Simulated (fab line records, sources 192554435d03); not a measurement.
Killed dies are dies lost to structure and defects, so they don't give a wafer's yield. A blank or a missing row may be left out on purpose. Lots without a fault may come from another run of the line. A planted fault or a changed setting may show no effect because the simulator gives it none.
fab line records | flow n5_finfet
record lots=4 wafers=12 last_day=16
route steps=1938 shown BEOL_M5@1125 PASSIVATION@1936
lots that met no fault: from a run of the same line without faults
start_h: hours from the record's first day to the start of the lot's first wafer shown | wait_h: hours since the lot's step before | " the same as in the row above | L1.1+2: a row that stands for several wafers | - no value, or no start given | * or withheld: withheld | < > ~ a bound
route shown NAME@n: a module of which the file shows steps, and the number in the route of the first | usual: mean/standard deviation of fault-free wafers | same: alike in all rows | chamber/n: place in a boat | sites: the reading at each site | _std_site: their standard deviation | _edge_site: outer sites' mean less inner sites' | radius_mm: how far each site lies from the wafer's centre | mask NAME#n: copy n | behind: the tool/chamber that last shaped the wafer | hold: why the lot was held/for how many hours/how that ended | device: the transistor (n, p or np) that didn't switch | end of line: the same wafers' tests at the end of the route | a step without rows: its recipe alone | killed: dies lost to structure and defects at the first sort, not the wafer's yield | map: a wafer's dies, x killed, . not, _ none there
set.NAME: the setting as run; set.NAME@STEP: as run at that earlier step | model.NAME: the simulator's own value behind a step, which no gauge read
lots at some steps of the route; a table a step, a row a wafer
services: from which hour (start_h, from the record's first day; less than 0 if before it) a tool's chamber was out of use, for how many hours, and why
## steps
# step N5_BEOL_M5_DEVELOP_10
# recipe develop_time_s=30 developer=TMAH resist=CAR-EUV rinse_liquid=surfactant_rinse dry=air_spin dev_temp_c=23
# step N5_BEOL_M5_DESCUM_16
# recipe chemistry=O2 time_s=7 source_power_w=50 bias_power_w=20 pressure_mtorr=20 rf_frequency_hz=2.712e+07 temp_c=40 resist=CAR-EUV o2_flow_sccm=225
# step N5_BEOL_M5_ETCH_72
# recipe chemistry=N2/H2 target=underlayer target_depth_a=65 mask_material=CAR-EUV time_s=5.2 ion_energy_ev=200 pressure_mtorr=30 source_w=840 bias_w=150 n2_flow_sccm=200 h2_flow_sccm=200 ends=cleared
# step N5_BEOL_M5_ETCH_61
# recipe chemistry=CF4 target=SiARC target_depth_a=156 mask_material=CAR-EUV time_s=26 ion_energy_ev=80 pressure_mtorr=40 source_w=545 bias_w=36 Ar_flow_sccm=100 cf4_flow_sccm=100 ends=cleared
# step N5_BEOL_M5_ETCH_62
# recipe chemistry=N2/H2 target=SOC target_depth_a=750 overetch_a=150 mask_material=SiARC temp_c=40 time_s=112.5 ion_energy_ev=200 pressure_mtorr=30 source_w=840 bias_w=150 n2_flow_sccm=200 h2_flow_sccm=200
# step N5_BEOL_M5_STRIP_63
# recipe chemistry=N2/H2 temp_c=40 n2_flow_sccm=200 h2_flow_sccm=200 rf_frequency_hz=6e+07
# step N5_BEOL_M5_STRIP_73
# recipe chemistry=N2/H2 temp_c=40 n2_flow_sccm=200 h2_flow_sccm=200 rf_frequency_hz=6e+07
# step N5_BEOL_M5_STRIP_64
# recipe chemistry=CF4 resist=SiARC power_w=300 bias_power_w=75 pressure_mtorr=50 cf4_flow_sccm=150 rf_frequency_hz=6e+07
# step N5_BEOL_M5_HM_OPEN_17
# recipe chemistry=Cl2/BCl3 target_depth_a=200 overetch_a=60 target=TiN mask_material=SOC ion_energy_ev=150 pressure_mtorr=10 icp_w=1000 bias_w=126 Cl2_flow_sccm=53.25 bcl3_flow_sccm=21.75 Ar_flow_sccm=25
# step N5_BEOL_M5_STRIP_19
# recipe chemistry=O2 power_w=400 temp_c=40 pressure_mtorr=30 rf_frequency_hz=6e+07 bias_power_w=0 overash_fraction=0.2 o2_flow_sccm=225
# usual drypump_motor_current_A=5.52/0.26 oes_product_au=0.78/0.094 rf_vpp_V=3.6/0.49 showerhead_plenum_p_Torr=2.11/0.068 throttle_valve_pct=16.69/0.24
# same bias_power_w=0
# columns lot.wafer tool chamber start_h wait_h drypump_motor_current_A oes_product_au rf_hours_counter_h rf_vpp_V showerhead_plenum_p_Torr throttle_valve_pct
L128.4 rie_diel-06 1 174.06 0.1 5.32 0.69 213 3.8 2.08 16.83
L128.5 " 0 " " 5.80 0.70 - 3.2 2.06 16.84
L128.6 " 1 " " 5.35 0.69 - 3.1 2.08 16.84
L139.3 rie_diel-06 3 242.68 0.1 5.92 0.84 86 3.4 2.22 16.37
L139.5 " 1 " " 5.31 0.67 - 3.1 2.07 16.88
L139.6 " 0 " " 5.78 0.68 - 2.8 2.05 16.85
L140.2 rie_diel-06 1 247.78 0.1 5.28 0.67 236 3.6 2.07 16.88
L140.3 " 0 " " 5.81 0.68 248 3.3 2.05 16.86
L140.4 " 2 " " 5.43 0.72 200 3.4 2.17 16.56
L144.2 rie_diel-02 3 283.51 0.2 5.34 0.73 187 3.3 2.00 16.79
L144.3 " 2 " " 5.83 0.81 109 4.6 2.12 16.32
L144.6 " 1 " " 5.63 0.80 - 4.2 2.03 16.70
# step N5_BEOL_M5_COAT_65
# recipe resist=SOC temp_c=250 time_s=60 spin_rpm=1500 resist_thk_nm=60
# step N5_BEOL_M5_COAT_66
# recipe resist=SiARC temp_c=220 time_s=60 spin_rpm=1500 resist_thk_nm=12
# step N5_BEOL_M5_COAT_74
# recipe resist=underlayer temp_c=205 time_s=60 spin_rpm=1500 resist_thk_nm=5
# step N5_BEOL_M5_COAT_22
# recipe resist=CAR-EUV spin_rpm=1500 resist_thk_nm=30
# step N5_BEOL_M5_EBR_24
# recipe solvent=PGMEA ebr_width_mm=1.5
# step N5_BEOL_M5_SOFTBAKE_23
# recipe temp_c=110 time_s=60 resist=CAR-EUV
# step N5_BEOL_M5_EXPOSE_25
# recipe mask_id=V4 na=0.33 source_shape=quasar sigma_inner=0.2 sigma_outer=0.6 polarization=unpolarized defocus_nm=10 dose_mj=52.75
# step N5_BEOL_M5_PEB_26
# recipe peb_temp_c=100 peb_time_s=60 resist=CAR-EUV
# step N5_BEOL_M5_DEVELOP_27
# recipe develop_time_s=30 developer=TMAH resist=CAR-EUV rinse_liquid=surfactant_rinse dry=air_spin dev_temp_c=23
# step N5_BEOL_M5_INSPECT_30
# recipe mode=adi inspect_instrument=brightfield
# usual raw_defect_count=447/110
# columns lot.wafer tool chamber start_h wait_h raw_defect_count
L128.4 defect_inspect-01 - 175.55 0.0 534
L128.5 " - " " 382
L128.6 " - " " 581
L139.3 defect_inspect-01 - 246.17 0.0 1009
L139.5 " - " " 958
L139.6 " - " " 820
L140.2 defect_inspect-02 - 253.60 0.0 821
L140.3 " - " " 825
L140.4 " - " " 866
L144.2 defect_inspect-01 - 285.63 0.0 444
L144.3 " - " " 448
L144.6 " - " " 413
# step N5_BEOL_M5_DESCUM_33
# recipe chemistry=O2 time_s=7 source_power_w=50 bias_power_w=20 pressure_mtorr=20 rf_frequency_hz=2.712e+07 temp_c=40 resist=CAR-EUV o2_flow_sccm=225
# step N5_PASSIVATION_PROBE_49
# usual defect_limited_yield=91.1/1.4 killed_at_M0_to_M3=34/11 killed_at_M4_up=14/5.7 killed_at_contacts=14/6.9 killed_at_front_end=40/11 killed_at_other=4/3.1 killed_dies=105/17 killed_on_rim=14/4.1 killed_open=70/13 killed_short=34/7.6 sort_bin_5_function=5.3/0.95 sort_bin_6_memory=3.3/0.64 sort_n_pass=1075/17 sort_yield_pct=91.1/1.4
# same gross_dies=1180 killed_at_back_side=0 sort_bin_4_leakage[%]=0 sort_bin_8_speed[%]=0
# columns lot.wafer tool chamber start_h wait_h defect_limited_yield[%] killed_at_M0_to_M3 killed_at_M4_up killed_at_contacts killed_at_front_end killed_at_other killed_dies killed_on_rim killed_open killed_short sort_bin_5_function[%] sort_bin_6_memory[%] sort_n_pass sort_yield_pct[%]
L128.4 prober-02 - 278.55 0.2 91.2 37 8 15 41 3 104 10 74 29 4.7 3.7 1076 91.2
L128.5 prober-02 - 278.60 0.2 93.4 18 15 8 31 6 78 10 59 19 4.3 2.2 1102 93.4
L128.6 prober-02 - 278.65 0.3 92.0 20 12 9 52 1 94 12 68 26 5.0 2.7 1086 92.0
L140.2 prober-01 - 348.45 0.3 84.5 22 118 8 34 1 183 30 56 26 10.2 3.6 997 84.5
L140.3 prober-01 - 348.50 0.3 83.8 27 104 8 49 3 191 22 68 33 10.5 3.3 989 83.8
L140.4 prober-01 - 348.55 0.4 84.2 34 110 16 27 0 187 23 62 25 8.8 4.9 993 84.2
L139.3 prober-01 - 362.21 0.1 84.1 34 109 12 33 0 188 28 57 32 9.7 4.4 992 84.1
L139.5 prober-01 - 362.31 0.2 81.3 56 100 11 52 2 221 32 83 44 11.9 4.7 959 81.3
L139.6 prober-01 - 362.36 0.3 84.7 20 109 16 33 3 181 27 54 31 9.2 4.2 999 84.7
# killed by level:class
L128.4 MOL_CONTACT_COAG:geometric_particle:open=11 FIN_SAQP:geometric_particle:short=9 FIN_SAQP:geometric_particle:open=9 BEOL_M3:geometric_particle:open=8 DUMMY_GATE:geometric_particle:open=7 BEOL_M0_SAQP:geometric_particle:open=7 BEOL_M0:geometric_particle:open=6 BEOL_M1:geometric_particle:open=6
L128.5 FIN_SAQP:geometric_particle:open=8 MOL_CONTACT_COAG:geometric_particle:open=7 STI_FIN_REVEAL:geometric_particle:open=6 BEOL_M0_SAQP:geometric_particle:open=6 MIM_TOP_ETCH:geometric_particle:open=5 BEOL_M4:geometric_particle:open=4 FIN_SAQP:geometric_particle:short=3 DUMMY_GATE:geometric_particle:open=3
L128.6 STI_FIN_REVEAL:geometric_particle:open=14 FIN_SAQP:geometric_particle:open=10 FIN_SAQP:geometric_particle:short=8 MOL_CONTACT_COAG:geometric_particle:open=6 BEOL_M1:geometric_particle:open=6 BEOL_M4:geometric_particle:open=6 GATE_CUT:geometric_particle:short=5 STARTING-WAFER:geometric_particle:open=5
L140.2 BEOL_M5:unspecified=101 STI_FIN_REVEAL:geometric_particle:open=11 MOL_CONTACT_COAG:geometric_particle:open=7 BEOL_M4:geometric_particle:open=6 BEOL_M0_SAQP:geometric_particle:short=5 FIN_SAQP:geometric_particle:short=4 BEOL_M0:geometric_particle:open=4 BEOL_M3:geometric_particle:open=4
L140.3 BEOL_M5:unspecified=90 STI_FIN_REVEAL:geometric_particle:open=22 BEOL_M0_SAQP:geometric_particle:short=10 BEOL_M0_SAQP:geometric_particle:open=6 MOL_CONTACT_COAG:geometric_particle:open=5 BEOL_M4:geometric_particle:open=5 FIN_SAQP:geometric_particle:open=4 STI_FIN_REVEAL:geometric_particle:short=4
L140.4 BEOL_M5:unspecified=99 MOL_CONTACT_COAG:geometric_particle:open=11 BEOL_M0_SAQP:geometric_particle:open=9 STI_FIN_REVEAL:geometric_particle:open=7 BEOL_M0_SAQP:geometric_particle:short=6 STARTING-WAFER:geometric_particle:short=6 BEOL_M2:geometric_particle:open=5 MOL_CONTACT_COAG:geometric_particle:short=5
L139.3 BEOL_M5:unspecified=97 MOL_CONTACT_COAG:geometric_particle:open=11 BEOL_M3:geometric_particle:open=10 BEOL_M4:geometric_particle:open=5 BEOL_M0_SAQP:geometric_particle:short=5 STARTING-WAFER:geometric_particle:open=5 FIN_SAQP:geometric_particle:short=4 STI_FIN_REVEAL:geometric_particle:open=4
L139.5 BEOL_M5:unspecified=92 BEOL_M0_SAQP:geometric_particle:short=16 FIN_SAQP:geometric_particle:short=11 FIN_SAQP:geometric_particle:open=11 STI_FIN_REVEAL:geometric_particle:open=11 BEOL_M1:geometric_particle:open=11 BEOL_M3:geometric_particle:open=10 MOL_CONTACT_COAG:geometric_particle:open=9
L139.6 BEOL_M5:unspecified=93 MOL_CONTACT_COAG:geometric_particle:open=11 BEOL_M4:geometric_particle:open=9 FIN_SAQP:geometric_particle:short=8 STI_FIN_REVEAL:geometric_particle:open=6 GATE_CUT:geometric_particle:short=6 BEOL_M3:geometric_particle:open=6 MOL_CONTACT_COAG:geometric_particle:short=5
# map L139.5 (x killed, . not)
_________________........x.x.________________
______________.............x...._____________
___________xx....x.....x...x.......__________
__________.............x............_________
________..........x.......x........x.._______
_______.........................x...x..______
______......x.x.xx...xx....x..........x._____
_____.........x.........x..x....x........____
____..............x...x.x.x...............___
___x.....................x....x......x.....__
___.x............................x.x...x...__
__x..............x.........................._
__.......xx.....x..xx.x.x......x............_
_xx.......x..x...............x.x...........x.
_.....x..................x......x.....x...x..
_...x...........x........x...............x...
_...................x.......x..x..xx..xx.xx..
_....................x........x.x.x.xx.xxx.xx
_...........x..xxxx........x.....x.xxx.xxxxxx
_......x..x...x..........x........xxxxxxxxxxx
_.............................xxxxxxxxxxxxxxx
__.........................xx......xxxxxxxxx_
__x.x.x......x.x......x.........xxxxxxxxxxxx_
___.....x....x.x...x...........xx.xxxxxxxxx__
___................x.............xxxx.xxxxx__
____......x......x..x...........xx.x.xxxxx___
_____....x...........x..xxx..x....x.x.xx.____
______........................x....xxxxx_____
_______.............x.......x..........______
________......x......................._______
__________.......................x.._________
___________.x...x....x.............__________
______________.................._____________
_________________...x.x....x.________________
# map L140.3 (x killed, . not)
_________________xxxxxxxx....________________
______________xxxxxxxxxxxx......_____________
___________.xxxxxxxxxxxxxxx........__________
__________....xxxxxxxxxxx.x........._________
________....xxxxxxxxxxxxx............._______
_______.....x..xxxxxxxxx...............______
______........x.xxxxxxxxx..............._____
_____.........xx..xxxx.xxx..x.....x......____
____...........x.....xx...xx....x.......x.___
___...............xx.....x.x...x...........__
___......x.x..x.....x...............x.....x__
__..........x...x...x.x..........x..x...x..._
__.........................x..........x....._
_....x.............x....x....x...............
_.............x........x.xx........x....x....
_.x.....................x....................
_.................x...........x...x...x..x...
_...............x.x.................x........
_..........x...x..........x........x.........
_............................................
_..........x.x.................x......x......
__...x.......xx......xx....................._
__.......x......x.........x..........x......_
___.....x.xx.........x.......xx......xx....__
___x.....x.................................__
____......x..............x..xx..x........x___
_____x...x....xxx......................x.____
______................x......x.....x..x._____
_______........x.......x...............______
________...x...x.x..............x....._______
__________...x....x...........x....._________
___________........................__________
______________............x....._____________
_________________............________________
## services
# columns tool chamber start_h hours kind
rie_diel-02 0 233.89 - clean
rie_diel-02 0 233.89 - consumable_replace:focus_ring
rie_diel-02 0 233.89 14.9 scheduled_down
rie_diel-02 0 233.89 14.9 vent_cycle
rie_diel-02 1 243.32 8.0 repair
rie_diel-06 0 260.74 - clean
rie_diel-06 0 260.74 - consumable_replace:focus_ring
rie_diel-06 0 260.74 22.9 scheduled_down
rie_diel-06 0 260.74 22.9 vent_cycle
## key
first_sign step=N5_BEOL_M5_INSPECT_30 reading=raw_defect_count direction=up sigmas=3.9 usual=447 struck=883
effect step=N5_PASSIVATION_PROBE_49 reading=killed_at_M4_up direction=up sigmas=17 usual=14 struck=108
more_kills_born_at N5_BEOL_M5_STRIP_19@rie_diel-06=572
met_at N5_BEOL_M5_STRIP_19
struck_wafers L139.3,L139.5,L139.6,L140.2,L140.3,L140.4
onset_between 174.06 242.68
fault kind=chamber_particle_source tool=rie_diel-06 chamber=- onset_h=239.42 steps=N5_BEOL_M5_STRIP_19 rate_per_visit_cm2=0.69823 end_h=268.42
